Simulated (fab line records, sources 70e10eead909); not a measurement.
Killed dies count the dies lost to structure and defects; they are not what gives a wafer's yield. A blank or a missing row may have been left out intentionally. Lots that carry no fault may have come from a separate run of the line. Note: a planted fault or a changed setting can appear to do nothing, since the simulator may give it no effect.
fab line records | flow nand_harc
record: lots: 24 wafers: 72 last_day: 25
route steps=1159 shown A_CONTACT@842
lots untouched by any fault: they come from a run of this same line in which no faults occurred
start_h: hours from the record's opening day to when the first of the lot's shown wafers began | wait_h: hours since the lot's step before | " identical to the entry in the row above | L1.1+2: several wafers, shown together as one row | - no value present, or no start provided | * or withheld: withheld | < > ~ a bound
route shown NAME@n: NAME is a module with steps in the file, n the number in the route of the first one | usual: the fault-free wafers' mean and standard deviation | same: alike in all rows | chamber/n: place in a boat | sites: per-site readings | _std_site: their standard deviation | _edge_site: outer sites' mean less inner sites' | radius_mm: for every site, how far away it sits from the centre of the wafer | mask NAME#n: copy n | behind: the most recent tool/chamber to have shaped the wafer | hold: why the lot was held/for how many hours/how that ended | device: whichever transistor did not switch (one of n, p or np) | end of line: the same wafers' tests at the end of the route | a step without rows: its recipe alone | killed: at the first sort, the dies lost to defects and structure; wafer yield is something else | map: dies across one wafer; x = killed, . = not, _ = none there
set.NAME: the setting the step ran with; set.NAME@STEP: the setting that earlier step ran with | model.NAME: the simulator's own value behind a step, which no gauge read
a sample of lots followed through the steps of the route, with each step as a table and each wafer as a row
services: the hour from which a tool's chamber was out of use, counted from the record's first day as start_h (under 0 if before that day), plus the number of hours and why
== steps ==
step: NHARC_A_CONTACT_DEP_28
recipe: target_thk_a: 36000 temp_c: 400 material: aC
usual: throttle_valve_pct: 35.000/0.0084
columns lot.wafer tool chamber start_h wait_h throttle_valve_pct
L074.2 acl_dep-03 0 360.15 1.8 34.998
L074.3 " 0 " " 34.994
L074.5 " 0 " " 34.996
L075.2 acl_dep-02 0 373.27 2.2 34.999
L075.3 " 0 " " 35.000
L075.4 " 0 " " 34.985
L077.1 acl_dep-01 0 376.66 1.9 34.999
L077.4 " 0 377.77 3.0 34.996
L077.6 " 0 " " 35.005
L076.4 acl_dep-03 0 378.15 3.0 35.013
L076.5 " 0 " " 35.005
L076.6 " 0 " " 35.001
L078.2 acl_dep-03 0 387.33 0.4 34.984
L078.3 " 0 " " 35.009
L078.6 " 0 388.79 1.9 35.005
L079.1 acl_dep-03 0 392.85 1.5 35.005
L079.3 " 0 " " 34.980
L079.6 " 0 394.67 3.3 34.992
L081.2 acl_dep-01 0 403.77 2.9 34.982
L081.4 " 0 " " 35.004
L081.5 " 0 " " 34.993
L082.3 acl_dep-01 0 406.35 1.4 35.000
L082.5 " 0 " " 35.000
L082.6 " 0 " " 35.005
L083.1 acl_dep-02 0 417.76 0.1 34.998
L083.5 " 0 419.24 1.5 34.999
L083.6 " 0 " " 34.995
L085.2 acl_dep-01 0 418.06 0.4 35.002
L085.3 " 0 " " 35.006
L085.4 " 0 " " 34.998
L080.2 acl_dep-02 0 422.98 1.0 35.004
L080.3 " 0 " " 34.998
L080.4 " 0 " " 35.007
L084.4 acl_dep-01 0 428.26 1.1 35.021
L084.5 " 0 " " 35.008
L084.6 " 0 " " 35.012
L086.1 acl_dep-02 0 432.78 0.8 35.002
L086.2 " 0 " " 35.018
L086.4 " 0 " " 34.998
L087.1 acl_dep-03 0 433.84 1.1 34.992
L087.4 " 0 434.94 2.2 34.993
L087.5 " 0 " " 34.984
L088.2 acl_dep-02 0 445.95 0.4 35.001
L088.3 " 0 " " 34.997
L088.4 " 0 " " 35.007
L089.3 acl_dep-03 0 446.44 0.8 34.989
L089.4 " 0 " " 35.007
L089.5 " 0 " " 35.017
L090.1 acl_dep-01 0 463.20 1.1 34.998
L090.5 " 0 464.65 2.6 35.001
L090.6 " 0 " " 35.011
L091.1 acl_dep-03 0 464.14 1.8 34.992
L091.3 " 0 " " 35.006
L091.4 " 0 " " 34.998
L093.1 acl_dep-01 0 472.46 0.1 34.998
L093.4 " 0 473.56 1.2 35.006
L093.6 " 0 " " 35.005
L092.1 acl_dep-03 0 472.84 0.1 34.985
L092.2 " 0 " " 35.016
L092.5 " 0 474.28 1.5 35.004
L094.2 acl_dep-02 0 480.13 1.7 34.995
L094.3 " 0 " " 34.990
L094.4 " 0 " " 35.003
L095.1 acl_dep-02 0 485.45 2.7 35.011
L095.2 " 0 " " 34.988
L095.4 " 0 " " 35.008
L097.3 acl_dep-02 0 500.84 0.8 35.014
L097.5 " 0 " " 35.010
L097.6 " 0 " " 35.001
L096.1 acl_dep-01 0 515.02 0.2 34.997
L096.3 " 0 " " 34.995
L096.4 " 0 " " 34.999
step: NHARC_A_CONTACT_INSPECT_44
usual: raw_defect_count: 27/15
columns lot.wafer tool chamber start_h wait_h raw_defect_count
L074.2 defect_inspect-02 - 362.87 0.1 23
L074.3 " - " " 15
L074.5 " - " " 15
L075.2 defect_inspect-01 - 375.85 0.0 16
L075.3 " - " " 12
L075.4 " - " " 9
L077.1 defect_inspect-02 - 379.76 0.0 29
L077.4 " - " " 33
L077.6 " - " " 32
L076.4 defect_inspect-02 - 380.15 0.0 18
L076.5 " - " " 14
L076.6 " - " " 23
L078.2 defect_inspect-01 - 390.11 0.0 7
L078.3 " - " " 7
L078.6 " - " " 6
L079.1 defect_inspect-02 - 395.99 0.0 37
L079.3 " - " " 47
L079.6 " - " " 41
L081.2 defect_inspect-02 - 406.52 0.0 37
L081.4 " - " " 26
L081.5 " - " " 26
L082.3 defect_inspect-02 - 408.68 0.0 23
L082.5 " - " " 23
L082.6 " - " " 25
L085.2 defect_inspect-01 - 420.72 0.0 22
L085.3 " - " " 27
L085.4 " - " " 18
L083.1 defect_inspect-01 - 420.88 0.0 23
L083.5 " - " " 20
L083.6 " - " " 22
L080.2 defect_inspect-01 - 425.69 0.0 48
L080.3 " - " " 36
L080.4 " - " " 36
L084.4 defect_inspect-02 - 430.37 0.0 23
L084.5 " - " " 32
L084.6 " - " " 21
L086.1 defect_inspect-02 - 435.87 0.0 39
L086.2 " - " " 52
L086.4 " - " " 45
L087.1 defect_inspect-02 - 436.91 0.0 7
L087.4 " - " " 21
L087.5 " - " " 6
L088.2 defect_inspect-01 - 448.54 0.0 49
L088.3 " - " " 46
L088.4 " - " " 40
L089.3 defect_inspect-01 - 448.85 0.0 15
L089.4 " - " " 21
L089.5 " - " " 18
L090.1 defect_inspect-02 - 466.14 0.0 10
L090.5 " - " " 10
L090.6 " - " " 12
L091.1 defect_inspect-02 - 467.28 0.0 39
L091.3 " - " " 57
L091.4 " - " " 60
L093.1 defect_inspect-01 - 475.49 0.0 15
L093.4 " - " " 6
L093.6 " - " " 8
L092.1 defect_inspect-01 - 475.89 0.0 51
L092.2 " - " " 45
L092.5 " - " " 58
L094.2 defect_inspect-01 - 482.86 0.0 59
L094.3 " - " " 54
L094.4 " - " " 47
L095.1 defect_inspect-01 - 488.51 0.0 34
L095.2 " - " " 33
L095.4 " - " " 48
L097.3 defect_inspect-01 - 503.05 0.0 13
L097.5 " - " " 16
L097.6 " - " " 14
L096.1 defect_inspect-02 - 518.12 0.0 14
L096.3 " - " " 18
L096.4 " - " " 12
step: NHARC_A_CONTACT_ETCH_117
recipe: source_w: withheld pressure_mtorr: 20 bias_v: 3000 time_s: 94 target_depth_a: 9220 ar_flow_sccm: withheld c4f8_flow_sccm: withheld o2_flow_sccm: withheld chemistry: C4F8/O2/Ar
columns lot.wafer tool chamber start_h wait_h rf_hours_counter_h
L074.2 har_cap_etch-02 1 364.86 0.1 10
L074.3 " 0 " " -
L074.5 " 0 " " -
L075.2 har_cap_etch-02 0 378.09 0.1 12
L075.3 " 1 " " -
L075.4 " 0 " " -
L077.1 har_cap_etch-01 0 381.87 0.1 58
L077.4 " 0 " " -
L077.6 " 1 " " -
L076.4 har_cap_etch-02 0 382.18 0.1 -
L076.5 " 1 " " -
L076.6 " 0 " " -
L078.2 har_cap_etch-01 0 392.17 0.1 60
L078.3 " 0 " " -
L078.6 " 0 " " -
L079.1 har_cap_etch-01 0 398.33 0.1 62
L079.3 " 1 " " -
L079.6 " 1 " " -
L081.2 har_cap_etch-03 0 408.54 0.1 85
L081.4 " 0 " " -
L081.5 " 0 " " -
L082.3 har_cap_etch-02 1 411.23 0.1 -
L082.6 " 1 " " -
L082.5 " 0 " " -
L085.2 har_cap_etch-01 0 422.85 0.1 64
L085.4 " 1 " " -
L085.3 " 0 " " -
L083.1 har_cap_etch-03 0 422.88 0.1 87
L083.6 " 1 " " -
L083.5 " 0 " " -
L080.2 har_cap_etch-03 1 427.68 0.1 89
L080.3 " 0 " " -
L080.4 " 1 " " -
L084.4 har_cap_etch-03 0 432.37 0.1 -
L084.6 " 0 " " -
L084.5 " 1 " " -
L086.2 har_cap_etch-01 1 437.84 0.1 68
L086.1 " 0 " " 68
L086.4 " 1 " " -
L087.1 har_cap_etch-02 1 439.15 0.1 24
L087.4 " 0 " " -
L087.5 " 0 " " -
L088.2 har_cap_etch-03 0 450.51 0.1 94
L088.3 " 0 " " -
L088.4 " 1 " " -
L089.4 har_cap_etch-02 1 451.10 0.1 -
L089.3 " 0 " " -
L089.5 " 0 " " -
L090.1 har_cap_etch-01 0 468.12 0.1 73
L090.5 " 0 " " -
L090.6 " 1 " " -
L091.1 har_cap_etch-03 1 469.34 0.1 96
L091.3 " 1 " " -
L091.4 " 0 " " -
L093.1 har_cap_etch-03 0 477.49 0.1 98
L093.4 " 1 " " -
L093.6 " 0 " " -
L092.1 har_cap_etch-02 1 477.90 0.1 31
L092.2 " 0 " " 31
L092.5 " 0 " " -
L094.2 har_cap_etch-03 1 485.27 0.1 99
L094.3 " 1 " " -
L094.4 " 0 " " -
L095.2 har_cap_etch-03 0 490.51 0.1 100
L095.1 " 1 " " 100
L095.4 " 0 " " -
L097.3 har_cap_etch-03 0 505.05 0.1 -
L097.6 " 0 " " -
L097.5 " 1 " " -
L096.1 har_cap_etch-03 0 520.14 0.1 104
L096.4 " 0 " " -
L096.3 " 1 " " -
step: NHARC_A_CONTACT_CD_MEAS_69
recipe: target_cd_nm: 200 landing_energy_ev: 500
usual: cd_nm: 200.1/0.62
columns lot.wafer tool chamber start_h wait_h cd_nm
L074.2 cd_sem-03 0 371.89 - 200.1
L074.3 " 0 " " 199.5
L074.5 " 0 " " 199.7
L075.2 cd_sem-02 0 383.93 - 200.1
L075.3 " 0 " " 199.5
L075.4 " 0 " " 199.6
L077.1 cd_sem-01 0 386.60 - 200.5
L077.4 " 0 " " 200.4
L077.6 " 0 " " 201.0
L076.4 cd_sem-01 0 386.99 - 199.4
L076.5 " 0 " " 199.8
L076.6 " 0 " " 199.7
L078.2 cd_sem-01 0 398.21 - 199.4
L078.3 " 0 " " 199.6
L078.6 " 0 " " 199.5
L079.1 cd_sem-02 0 404.44 - 200.8
L079.3 " 0 " " 200.4
L079.6 " 0 " " 200.7
L081.2 cd_sem-03 0 415.45 - 200.8
L081.4 " 0 " " 199.8
L081.5 " 0 " " 199.9
L082.3 cd_sem-02 0 417.18 - 201.3
L082.5 " 0 " " 201.0
L082.6 " 0 " " 201.9
L085.2 cd_sem-02 0 427.58 - 199.4
L085.3 " 0 " " 200.7
L085.4 " 0 " " 200.2
L083.1 cd_sem-01 0 427.88 - 200.2
L083.5 " 0 " " 201.3
L083.6 " 0 " " 200.1
L080.2 cd_sem-03 0 433.59 - 200.0
L080.3 " 0 " " 199.4
L080.4 " 0 " " 199.0
L084.4 cd_sem-02 0 437.58 - 200.0
L084.5 " 0 " " 198.6
L084.6 " 0 " " 200.0
L086.1 cd_sem-01 0 442.48 - 200.5
L086.2 " 0 " " 200.1
L086.4 " 0 " " 199.5
L087.1 cd_sem-02 0 443.90 - 200.6
L087.4 " 0 " " 200.7
L087.5 " 0 " " 201.6
L088.2 cd_sem-02 0 455.63 - 199.9
L088.3 " 0 " " 199.9
L088.4 " 0 " " 200.0
L089.3 cd_sem-03 0 456.44 - 199.8
L089.4 " 0 " " 200.1
L089.5 " 0 " " 200.2
L090.1 cd_sem-03 0 473.16 - 199.8
L090.5 " 0 " " 200.1
L090.6 " 0 " " 200.0
L091.1 cd_sem-02 0 474.19 - 201.2
L091.3 " 0 " " 200.6
L091.4 " 0 " " 200.6
L093.1 cd_sem-02 0 484.47 - 200.1
L093.4 " 0 " " 200.7
L093.6 " 0 " " 201.3
L092.1 cd_sem-02 0 486.20 - 200.7
L092.2 " 0 " " 200.3
L092.5 " 0 " " 200.1
L094.2 cd_sem-03 0 492.11 - 199.4
L094.3 " 0 " " 199.2
L094.4 " 0 " " 199.7
L095.1 cd_sem-02 0 496.32 - 199.4
L095.2 " 0 " " 200.2
L095.4 " 0 " " 199.6
L097.3 cd_sem-02 0 510.66 - 200.2
L097.5 " 0 " " 199.1
L097.6 " 0 " " 199.8
L096.1 cd_sem-03 0 525.61 - 200.4
L096.3 " 0 " " 200.6
L096.4 " 0 " " 201.8
step: NHARC_A_CONTACT_ETCH_77
recipe: target_depth_a: 726 time_s: 36.3 cf4_flow_sccm: 100 chf3_flow_sccm: 30 ar_flow_sccm: 0 rf_w: 500 bias_w: 200 chemistry: CF4/CHF3
usual: bias_w: 200.0/0.66 drypump_motor_current_A: 5.8/0.52 oes_product_au: 0.937/0.02 rf_vpp_V: 370.4/2.3 showerhead_plenum_p_Torr: 1.57/0.06 throttle_valve_pct: 16.802/0.0093
columns lot.wafer tool chamber start_h wait_h bias_w drypump_motor_current_A oes_product_au rf_hours_counter_h rf_vpp_V showerhead_plenum_p_Torr throttle_valve_pct
L074.3 rie_diel-05 3 - - 199.9 5.0 0.921 8 372.5 1.62 16.801
L074.2 " 1 " " 200.9 6.1 0.930 8 370.8 1.58 16.779
L074.5 " 0 " " 200.5 5.3 0.929 - 374.1 1.66 16.799
L075.2 rie_diel-05 3 - - 200.5 5.0 0.940 13 371.9 1.62 16.808
L075.3 " 1 " " 199.1 6.1 0.933 15 370.9 1.57 16.799
L075.4 " 2 " " 199.4 6.3 0.942 13 373.1 1.68 16.794
L077.1 rie_diel-08 2 - - 199.4 6.0 0.930 16 369.7 1.56 16.798
L077.4 " 0 " " 199.6 5.6 0.937 18 371.3 1.58 16.800
L077.6 " 2 " " 198.8 6.0 0.922 - 370.8 1.56 16.805
L076.4 rie_diel-05 0 - - 199.7 5.3 0.980 16 373.7 1.66 16.817
L076.6 " 1 " " 200.3 6.1 0.970 - 370.8 1.57 16.804
L076.5 " 2 " " 198.7 6.3 0.965 - 375.1 1.68 16.804
L078.2 rie_diel-08 0 - - 200.0 5.6 0.978 20 373.0 1.58 16.798
L078.3 " 1 " " 199.4 6.5 0.970 20 368.0 1.52 16.823
L078.6 " 0 " " 198.9 5.6 0.977 - 371.6 1.58 16.795
L079.3 rie_diel-08 1 - - 200.3 6.5 0.919 21 370.3 1.52 16.794
L079.1 " 2 " " 199.1 6.1 0.920 19 370.9 1.56 16.813
L079.6 " 0 " " 199.7 5.6 0.934 - 370.3 1.58 16.806
L081.4 rie_diel-08 0 - - 199.8 5.6 0.963 24 371.2 1.58 16.790
L081.2 " 1 " " 198.8 6.5 0.947 24 369.8 1.52 16.810
L081.5 " 1 " " 199.9 6.5 0.945 - 369.6 1.52 16.815
L082.3 rie_diel-08 0 - - 200.5 5.5 0.935 24 371.0 1.58 16.801
L082.5 " 1 " " 200.6 6.5 0.935 - 368.9 1.52 16.803
L082.6 " 2 " " 200.2 6.1 0.936 - 370.3 1.56 16.800
L085.3 rie_diel-07 1 - - 200.7 6.0 0.917 5 366.8 1.47 16.804
L085.4 " 2 " " 200.2 4.8 0.936 6 371.0 1.56 16.808
L085.2 " 3 " " 200.2 5.6 0.917 5 374.8 1.68 16.794
L083.1 rie_diel-08 0 - - 198.8 5.5 0.976 27 371.0 1.58 16.796
L083.5 " 0 " " 198.9 5.6 0.985 - 369.6 1.58 16.810
L083.6 " 1 " " 200.6 6.6 0.959 - 368.4 1.52 16.787
L080.4 rie_diel-05 2 - - 200.3 6.3 0.956 28 373.0 1.68 16.810
L080.3 " 0 " " 201.2 5.3 0.969 29 372.8 1.66 16.799
L080.2 " 1 " " 201.2 6.1 0.951 29 370.2 1.57 16.808
L084.4 rie_diel-08 0 - - 200.4 5.6 0.939 29 370.8 1.58 16.798
L084.6 " 0 " " 201.2 5.6 0.942 - 370.2 1.58 16.803
L084.5 " 1 " " 199.7 6.6 0.931 - 368.2 1.52 16.796
L086.2 rie_diel-08 3 - - 200.6 5.2 0.913 27 368.2 1.49 16.780
L086.1 " 1 " " 201.5 6.6 0.913 30 367.1 1.52 16.808
L086.4 " 2 " " 199.7 6.0 0.930 27 369.6 1.56 16.795
L087.1 rie_diel-08 1 - - 200.8 6.5 0.926 30 368.5 1.52 16.790
L087.4 " 2 " " 200.4 6.0 0.930 28 369.7 1.56 16.785
L087.5 " 2 " " 201.6 6.1 0.924 - 369.8 1.56 16.803
L088.3 rie_diel-05 1 - - 200.7 6.1 0.959 39 370.0 1.57 16.812
L088.4 " 3 " " 200.9 5.0 0.985 42 372.7 1.62 16.787
L088.2 " 0 " " 199.5 5.3 0.970 40 374.7 1.66 16.800
L089.3 rie_diel-08 3 - - 198.6 5.2 0.923 29 366.5 1.49 16.800
L089.4 " 0 " " 200.8 5.6 0.933 32 370.3 1.58 16.805
L089.5 " 0 " " 199.9 5.6 0.931 - 372.0 1.58 16.796
L090.1 rie_diel-08 2 - - 199.7 6.0 0.922 32 371.5 1.56 16.810
L090.6 " 0 " " 200.4 5.6 0.935 - 371.1 1.58 16.803
L090.5 " 1 " " 201.0 6.6 0.953 - 368.7 1.52 16.800
L091.3 rie_diel-08 0 - - 199.0 5.5 0.936 34 371.9 1.58 16.799
L091.4 " 2 " " 201.0 6.0 0.943 33 369.7 1.56 16.803
L091.1 " 3 " " 200.1 5.2 0.931 32 366.6 1.49 16.800
L093.1 rie_diel-07 2 - - 200.7 4.8 0.925 26 369.5 1.55 16.812
L093.4 " 1 " " 199.4 6.0 0.920 24 365.3 1.47 16.812
L093.6 " 2 " " 199.9 4.8 0.924 - 368.6 1.55 16.810
L092.2 rie_diel-05 1 - - 201.1 6.1 0.933 54 369.7 1.56 16.800
L092.1 " 2 " " 200.5 6.3 0.917 52 373.7 1.67 16.799
L092.5 " 0 " " 199.9 5.3 0.936 - 372.8 1.65 16.816
L094.3 rie_diel-08 0 - - 200.1 5.5 0.940 1 370.8 1.57 16.794
L094.4 " 2 " " 199.4 6.0 0.938 1 371.1 1.55 16.795
L094.2 " 3 " " 199.6 5.2 0.952 1 367.0 1.49 16.807
L095.4 rie_diel-05 1 - - 198.4 6.1 0.927 57 371.0 1.56 16.811
L095.2 " 2 " " 200.2 6.3 0.914 55 373.2 1.67 16.784
L095.1 " 3 " " 200.9 5.0 0.936 58 372.3 1.61 16.806
L097.3 rie_diel-07 2 - - 199.5 4.8 0.912 36 369.7 1.55 16.782
L097.5 " 3 " " 199.8 5.7 0.909 - 374.4 1.67 16.789
L097.6 " 0 " " 200.4 5.3 0.900 - 368.8 1.53 16.815
L096.3 rie_diel-08 1 - - 200.4 6.6 0.918 7 368.8 1.52 16.796
L096.4 " 3 " " 199.9 5.2 0.933 8 365.7 1.49 16.808
L096.1 " 0 " " 199.8 5.5 0.924 7 369.9 1.57 16.812
step: NHARC_A_CONTACT_ETCH_91
recipe: target_depth_a: 400 over_etch_frac: 0.5 time_s: 85.7 ion_energy_ev: 120 ch3f_flow_sccm: 50 o2_flow_sccm: 30 ar_flow_sccm: 200 rf_w: 500 bias_w: 100 chemistry: CH3F/O2
usual: bias_w: 100.0/0.3 drypump_motor_current_A: 5.7/0.52 oes_product_au: 0.95/0.035 rf_vpp_V: 244.2/1.6 showerhead_plenum_p_Torr: 2.45/0.11 throttle_valve_pct: 20.663/0.01
columns lot.wafer tool chamber start_h wait_h bias_w drypump_motor_current_A oes_product_au rf_hours_counter_h rf_vpp_V showerhead_plenum_p_Torr throttle_valve_pct
L074.3 rie_diel-08 0 375.28 0.4 99.7 5.5 0.94 15 243.0 2.47 20.664
L074.2 " 2 " " 100.3 6.1 0.93 14 244.3 2.44 20.656
L074.5 " 0 " " 100.0 5.6 0.95 - 244.5 2.47 20.661
L075.4 rie_diel-05 3 387.31 0.4 99.8 5.0 0.92 14 245.5 2.54 20.668
L075.2 " 0 " " 99.9 5.3 0.93 16 245.6 2.60 20.668
L075.3 " 2 " " 100.1 6.3 0.94 13 246.9 2.63 20.659
L077.1 rie_diel-07 1 389.82 0.5 99.9 6.1 0.92 53 241.5 2.30 20.673
L077.4 " 3 " " 100.2 5.7 0.93 58 246.2 2.64 20.666
L077.6 " 0 " " 99.8 5.3 0.92 - 242.3 2.40 20.664
L076.4 rie_diel-05 1 390.24 0.4 99.5 6.1 0.93 17 244.9 2.46 20.667
L076.5 " 1 " " 99.7 6.1 0.93 - 244.3 2.46 20.674
L076.6 " 2 " " 99.4 6.3 0.93 - 247.0 2.63 20.650
L078.2 rie_diel-05 0 401.43 0.5 99.8 5.3 0.99 20 247.2 2.60 20.662
L078.3 " 1 " " 100.3 6.1 1.00 21 245.0 2.46 20.653
L078.6 " 1 " " 99.8 6.1 1.00 - 243.1 2.46 20.661
L079.1 rie_diel-08 1 407.70 0.5 100.2 6.5 0.92 22 243.1 2.38 20.676
L079.3 " 3 " " 100.3 5.2 0.92 20 243.4 2.33 20.675
L079.6 " 1 " " 100.0 6.6 0.92 - 243.0 2.38 20.666
L081.4 rie_diel-07 3 418.67 0.4 99.7 5.7 1.00 1 247.0 2.63 20.664
L081.2 " 1 " " 99.4 6.0 1.00 2 241.7 2.29 20.672
L081.5 " 3 " " 99.3 5.7 1.00 - 245.6 2.63 20.658
L082.3 rie_diel-07 2 420.39 0.4 99.7 4.8 1.01 3 244.1 2.44 20.658
L082.6 " 2 " " 100.5 4.8 1.01 - 244.7 2.43 20.647
L082.5 " 3 " " 99.7 5.7 1.00 - 245.5 2.63 20.659
L085.2 rie_diel-05 1 430.79 0.5 100.1 6.1 0.93 28 243.2 2.45 20.654
L085.4 " 3 " " 99.9 5.0 0.94 29 244.7 2.53 20.665
L085.3 " 0 " " 99.9 5.3 0.92 29 245.8 2.60 20.647
L083.1 rie_diel-07 0 431.11 0.5 99.9 5.3 0.93 5 244.0 2.39 20.663
L083.5 " 3 " " 100.0 5.6 0.92 - 246.6 2.63 20.661
L083.6 " 0 " " 100.2 5.3 0.93 - 242.4 2.39 20.671
L080.4 rie_diel-08 2 436.84 0.4 100.2 6.0 1.00 26 244.3 2.43 20.674
L080.2 " 3 " " 99.5 5.2 0.98 26 242.6 2.33 20.670
L080.3 " 0 " " 100.0 5.6 1.01 28 245.5 2.46 20.642
L084.4 rie_diel-05 0 440.81 0.4 100.2 5.3 1.00 32 245.6 2.60 20.655
L084.6 " 0 " " 100.1 5.3 1.00 - 247.9 2.60 20.671
L084.5 " 1 " " 100.2 6.1 1.00 - 244.4 2.45 20.659
L086.2 rie_diel-08 2 446.31 0.6 100.1 6.0 0.93 29 242.8 2.43 20.653
L086.1 " 0 " " 99.6 5.6 0.94 30 243.6 2.46 20.660
L086.4 " 1 " " 100.6 6.6 0.93 31 243.5 2.37 20.686
L087.1 rie_diel-08 0 447.79 0.5 99.9 5.6 0.94 31 245.1 2.46 20.668
L087.4 " 2 " " 100.0 6.0 0.93 29 243.2 2.43 20.670
L087.5 " 0 " " 99.8 5.6 0.94 - 245.6 2.46 20.660
L088.3 rie_diel-08 0 458.94 0.4 100.4 5.5 0.93 32 244.0 2.46 20.669
L088.4 " 1 " " 99.6 6.6 0.92 33 243.0 2.37 20.655
L088.2 " 2 " " 99.7 6.1 0.93 31 245.5 2.43 20.653
L089.4 rie_diel-07 1 459.66 0.4 100.2 6.0 0.92 16 241.3 2.29 20.659
L089.3 " 2 " " 100.1 4.9 0.92 17 243.0 2.43 20.657
L089.5 " 1 " " 100.0 6.1 0.93 - 242.4 2.29 20.677
L090.1 rie_diel-07 2 476.38 0.5 100.2 4.9 1.00 24 243.7 2.43 20.643
L090.6 " 1 " " 99.8 6.1 1.00 - 241.9 2.29 20.666
L090.5 " 2 " " 99.9 4.9 1.01 - 244.5 2.43 20.660
L091.1 rie_diel-08 1 477.39 0.5 99.9 6.5 0.92 35 244.5 2.37 20.666
L091.3 " 2 " " 99.9 6.0 0.93 34 243.4 2.43 20.663
L091.4 " 0 " " 99.9 5.5 0.94 35 246.8 2.46 20.657
L093.1 rie_diel-07 0 487.68 0.5 99.8 5.3 0.92 25 242.1 2.39 20.666
L093.4 " 2 " " 100.3 4.9 0.92 27 243.8 2.43 20.672
L093.6 " 0 " " 100.0 5.3 0.91 - 243.8 2.39 20.667
L092.2 rie_diel-05 1 489.60 0.5 99.7 6.1 0.93 54 243.6 2.44 20.657
L092.1 " 0 " " 100.0 5.3 0.93 56 244.8 2.59 20.648
L092.5 " 1 " " 99.8 6.1 0.93 - 243.6 2.44 20.652
L094.2 rie_diel-07 2 495.41 0.5 100.1 4.9 0.92 28 243.1 2.43 20.665
L094.3 " 3 " " 99.8 5.7 0.91 29 245.8 2.62 20.664
L094.4 " 1 " " 100.3 6.0 0.92 26 241.3 2.29 20.678
L095.4 rie_diel-08 2 500.04 0.4 99.9 6.0 1.00 3 243.5 2.43 20.651
L095.1 " 3 " " 100.2 5.2 1.00 3 243.3 2.32 20.662
L095.2 " 1 " " 100.7 6.5 1.00 3 242.2 2.37 20.656
L097.3 rie_diel-08 2 513.96 0.4 100.1 6.0 0.91 4 244.9 2.43 20.679
L097.6 " 3 " " 99.9 5.2 0.92 - 243.0 2.32 20.656
L097.5 " 1 " " 99.7 6.6 0.92 - 244.3 2.37 20.668
L096.3 rie_diel-07 2 528.82 0.4 100.0 4.9 0.93 44 243.4 2.42 20.666
L096.1 " 3 " " 100.2 5.7 0.92 42 246.9 2.62 20.646
L096.4 " 0 " " 100.5 5.3 0.93 40 243.6 2.38 20.673
== services ==
columns tool chamber start_h hours kind
rie_diel-05 - 340.63 9.0 pm
rie_diel-08 2 342.70 2.0 repair
acl_dep-02 - 352.61 13.0 pm
rie_diel-08 0 360.04 - clean
rie_diel-08 1 360.04 - clean
rie_diel-08 2 360.04 - clean
rie_diel-08 3 360.04 - clean
har_cap_etch-02 - 368.56 0.1 repair
rie_diel-08 3 375.86 2.3 repair
rie_diel-08 0 384.60 - clean
rie_diel-08 1 384.60 - clean
rie_diel-08 2 384.60 - clean
rie_diel-08 3 384.60 - clean
rie_diel-05 0 394.89 4.7 repair
rie_diel-07 3 395.32 2.2 repair
rie_diel-07 - 405.70 9.0 pm
acl_dep-03 - 405.73 13.0 pm
rie_diel-08 0 409.17 - clean
rie_diel-08 1 409.17 - clean
rie_diel-08 2 409.17 - clean
acl_dep-01 - 474.66 13.0 pm
rie_diel-07 - 477.77 0.5 repair
rie_diel-08 0 511.88 5.2 repair
rie_diel-05 - 517.63 9.0 pm
== key ==
fault none
